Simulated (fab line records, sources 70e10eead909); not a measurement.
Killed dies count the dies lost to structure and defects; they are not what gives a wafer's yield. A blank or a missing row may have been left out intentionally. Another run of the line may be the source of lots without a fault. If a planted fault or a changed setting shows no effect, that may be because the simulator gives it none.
Problem report, 8D (eight disciplines) form, completed by code :: flow nand-harc :: the parts of the form that need people (team, actions taken, sign-off) are left out

1. PROBLEM STATEMENT
cd-nm at NHARC_A_BLC_CD_MEAS_10 reads a mean of 93.3 nm on 6 wafers of 2 lots; wafers without a fault read 100.7 nm with a standard deviation of 0.95. Measured from the usual mean, that is -7.8 standard deviations.
The step: target cd 100 nm.
Earliest sighting: wafer L798.1 on cd-sem-03 at day 27 21:43. The record has a number at this step for 36 wafers belonging to 12 lots. The rule behind "out" and "out of limits": a value lying over 4 standard deviations away from the usual mean. All remaining wafers that have a number are taken as sound.

2. WHAT IT IS, WHAT IT ISN'T
question: which readings at this step
is: cd-nm
is not: -

question: which lots
is: L798, L799
is not: L786, L789, L791, L794, L797, L802, L803, L805, L806, L807

question: which wafers of those lots
is: all that have a number
is not: -

question: read on which gauges
is: cd-sem-02, cd-sem-03
is not: cd-sem-01

question: when
is: from day 27 21:43
is not: up to then (15 sound wafers); but 15 sound wafers of L802, L803, L805, L806, L807 came after

3. WHAT RULES OUT EACH SUSPECT
Counting: any tool at a process step up to the reading is kept as a suspect provided that every lot that is out went through it and no sound lot did after the first of them.
- the gauge at NHARC_A_BLC_CD_MEAS_10 has been ruled out. 2 gauges (cd-sem-02, cd-sem-03) read the wafers that are out.
- litho-track-06 at NHARC_A_BLC_PEB_08 (peb time 65 s): ruled out as a lasting fault. The sound lots L805, L807 went through it after L798, its earliest lot that is out (day 27 21:38).
Left after counting: nothing in the record.

4. THE CAUSE (what the simulator had put in)
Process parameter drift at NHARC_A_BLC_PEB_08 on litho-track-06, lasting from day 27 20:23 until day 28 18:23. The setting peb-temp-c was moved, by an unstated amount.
The count ruled it out by mistake, since the rule takes a fault to strike every lot its tool runs from the start of the fault on, and this one did not do so.

5. SEQUENCE OF EFFECTS, ordered by route
Each row: a reading where the mean over the struck wafers with a number is more than 3 standard deviations away from the usual. Readings are gone through only where the record gives a usual standard deviation; hours: the median, over the lots, of the time from a lot's start at the first step in this table giving one to that lot's start at this step; sigmas: the change measured in usual standard deviations.
hours: 0
step: NHARC_A_BLC_PEB_08
reading: heater-power-total-W
usual: 156.7 W
on struck wafers: 152.4
change: -4.2
sigmas: -11

hours: 0
step: NHARC_A_BLC_PEB_08
reading: plate-temp-C
usual: 100.01 C
on struck wafers: 98.00
change: -2.01
sigmas: -13

hours: 0
step: NHARC_A_BLC_CD_MEAS_10
reading: cd-nm
usual: 100.7 nm
on struck wafers: 93.3
change: -7.4
sigmas: -7.8
Process steps it contains:
- NHARC_A_BLC_PEB_08: peb time 65 s.

6. HOW IT WOULD HAVE BEEN CAUGHT EARLIER
In this record the first reading out of limits at a measuring or inspecting step was taken at day 27 21:43, 1 hour after the fault began at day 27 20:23.
The tool's own readings at NHARC_A_BLC_PEB_08 were out on every struck wafer that the step has a row for (heater-power-total-W, plate-temp-C): an alarm limit on them would have fired on the first of those.
